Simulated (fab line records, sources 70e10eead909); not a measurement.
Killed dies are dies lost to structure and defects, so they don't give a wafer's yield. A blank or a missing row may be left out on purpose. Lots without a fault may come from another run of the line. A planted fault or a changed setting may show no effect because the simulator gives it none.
A struck lot beside a sound one | flow nand_harc | 14 steps out of a route of 1159
Sound: wafers L841.2, L841.3, L841.6. Struck: wafers L829.1, L829.3, L829.6. The cause comes at the end.
At each step with rows: each side's tool, then ch and its chambers, then its first start. Under that, the readings that differ: sound wafers | struck wafers | difference of the means | sigmas: that difference in standard deviations of wafers without a fault.
alike: readings whose means differ by less than 2 such deviations, and words and numbers that are the same on both sides. not compared: withheld readings, readings that some wafer has no value for, bounds like >300 that may hide the same value, and numbers for which the record gives no deviation and whose values overlap.
The two part at a step that has a row with sigmas, a row that says differs or no value, or rows on one side only. Numbers that don't overlap but have no deviation are shown without sigmas and don't part them. A reading that every wafer of one side lacks parts them only if that side has two wafers or more.

first, 5 steps without rows for these wafers: NHARC_A_CONTACT_ETCH_51 (etches the open film in O2/COS, target depth 3600 nm, time 936 s); NHARC_A_CONTACT_ETCH_111 (etches the open film in C4F8/O2/Ar, time 140 s, target depth 700 nm); NHARC_A_CONTACT_ETCH_112 (etches the open film in C4F8/O2/Ar, time 94 s, target depth 922 nm); NHARC_A_CONTACT_ETCH_113 (etches the open film in C4F8/O2/Ar, time 94 s, target depth 922 nm); NHARC_A_CONTACT_ETCH_114 (etches the open film in C4F8/O2/Ar, time 94 s, target depth 922 nm).
NHARC_A_CONTACT_ETCH_115: etches the open film in C4F8/O2/Ar, time 94 s, target depth 922 nm.
  sound on har_cap_etch-01 ch 0,1, day 22 06:12; struck on har_cap_etch-03 ch 0,1, day 19 05:04
  alike: chamber_pressure_mTorr, oes_air_line_au
  not compared: rf_hours_counter_h
NHARC_A_CONTACT_ETCH_116: etches the open film in C4F8/O2/Ar, time 94 s, target depth 922 nm.
  sound on har_cap_etch-01 ch 0,1, day 22 06:17; struck on har_cap_etch-03 ch 0,1, day 19 05:09
  alike: chamber_pressure_mTorr, oes_air_line_au
  not compared: rf_hours_counter_h
NHARC_A_CONTACT_ETCH_117: etches the open film in C4F8/O2/Ar, time 94 s, target depth 922 nm.
  sound on har_cap_etch-01 ch 0,1, day 22 06:23; struck on har_cap_etch-03 ch 0,1, day 19 05:14
  alike: chamber_pressure_mTorr, oes_air_line_au
  not compared: rf_hours_counter_h
then, 1 step without rows for these wafers: NHARC_A_CONTACT_ETCH_118 (etches the open film in C4F8/O2/Ar, time 94 s, target depth 922 nm).
NHARC_A_CONTACT_ETCH_119: etches the open film in C4F8/O2/Ar, time 94 s, target depth 922 nm.
  sound on har_cap_etch-01 ch 0,1, day 22 06:34; struck on har_cap_etch-03 ch 0,1, day 19 05:25
  alike: chamber_pressure_mTorr, oes_air_line_au
  not compared: rf_hours_counter_h
then, 1 step without rows for these wafers: NHARC_A_CONTACT_ETCH_120 (etches the open film in C4F8/O2/Ar, time 94 s, target depth 922 nm).
NHARC_A_CONTACT_ETCH_121: etches the open film in C4F8/O2/Ar, time 94 s, target depth 922 nm.
  sound on har_cap_etch-01 ch 0,1, day 22 06:44; struck on har_cap_etch-03 ch 0,1, day 19 05:37
  reading                        | sound                | struck               | difference | sigmas
  chamber_pressure_mTorr (mTorr) | 20.001 19.979 19.956 | 20.016 20.014 20.018 | +0.037     | +2
  alike: oes_air_line_au
  not compared: rf_hours_counter_h
NHARC_A_CONTACT_ETCH_122: etches the open film in C4F8/O2/Ar, time 95 s, target depth 930 nm.
  sound on har_cap_etch-01 ch 0,1, day 22 06:50; struck on har_cap_etch-03 ch 0,1, day 19 05:42
  no value came back on the struck wafers for chamber_pressure_mTorr (mTorr), oes_air_line_au (a.u.); on the sound wafers chamber_pressure_mTorr (mTorr) reads 19.998 20.009 20.008
  not compared: rf_hours_counter_h
then, 1 step without rows for these wafers: NHARC_A_CONTACT_ETCH_123 (etches the open film in C4F8/O2/Ar, time 253 s, target depth 1090 nm).

WHERE THEY PART
First at NHARC_A_CONTACT_ETCH_121; last, within this record, at NHARC_A_CONTACT_ETCH_122.

WHY: what the simulator had put in
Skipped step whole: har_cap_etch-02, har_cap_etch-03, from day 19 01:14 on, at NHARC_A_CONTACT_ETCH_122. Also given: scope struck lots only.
